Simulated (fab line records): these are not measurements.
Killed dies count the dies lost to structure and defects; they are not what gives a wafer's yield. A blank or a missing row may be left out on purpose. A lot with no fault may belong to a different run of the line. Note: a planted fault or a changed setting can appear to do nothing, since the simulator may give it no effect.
Matching of chambers / flow nand-harc / NHARC_A_STAIRCASE_ETCH_444 on rie-diel-13 has 4 sister chambers
The step etches the open film in C4F8/O2, target depth 10200 nm, time 3400 s. 4 wafers are shown with their chamber, then 11 later ones without.

== WAFERS PAIRED WITH THEIR CHAMBERS ==
wafer=L090.1; chamber=0; rf-vpp-V (V)=809
wafer=L090.2; chamber=3; rf-vpp-V (V)=815
wafer=L090.5; chamber=1; rf-vpp-V (V)=804
wafer=L092.2; chamber=2; rf-vpp-V (V)=799

== WAFERS WITHOUT THEIR CHAMBER ==
wafer=L092.5; rf-vpp-V (V)=802
wafer=L092.6; rf-vpp-V (V)=801
wafer=L094.1; rf-vpp-V (V)=803
wafer=L094.5; rf-vpp-V (V)=799
wafer=L094.6; rf-vpp-V (V)=814
wafer=L093.1; rf-vpp-V (V)=799
wafer=L093.2; rf-vpp-V (V)=815
wafer=L093.5; rf-vpp-V (V)=815
wafer=L095.1; rf-vpp-V (V)=803
wafer=L095.2; rf-vpp-V (V)=801
wafer=L095.6; rf-vpp-V (V)=800

== WHICH CHAMBER EACH ONE RAN IN ==
wafer=L092.5; from the rows above=can't be placed: 1 or 2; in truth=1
wafer=L092.6; from the rows above=can't be placed: 2 or 1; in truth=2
wafer=L094.1; from the rows above=1; in truth=1
wafer=L094.5; from the rows above=2; in truth=2
wafer=L094.6; from the rows above=3; in truth=3
wafer=L093.1; from the rows above=2; in truth=2
wafer=L093.2; from the rows above=3; in truth=3
wafer=L093.5; from the rows above=3; in truth=3
wafer=L095.1; from the rows above=1; in truth=1
wafer=L095.2; from the rows above=can't be placed: 2 or 1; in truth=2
wafer=L095.6; from the rows above=2; in truth=2
Correct placement for 8 of the 11. These rows do not allow placing 3 (true chamber among the candidates in 3). 0 placed wrongly.
How it was worked out, from the rows above alone: a wafer's distance from a chamber is the root of the sum, over the readings, of the square of ((its reading less the chamber's mean) divided by the reading's scatter). The wafer belongs to the nearest chamber; if the next one is less than 2 further off, it can't be placed. Each chamber's mean is taken over the wafers shown for it. The scatter (one wafer shown for each chamber): square how far every hidden wafer sits from the nearest shown wafer, average those squares and take the square root.
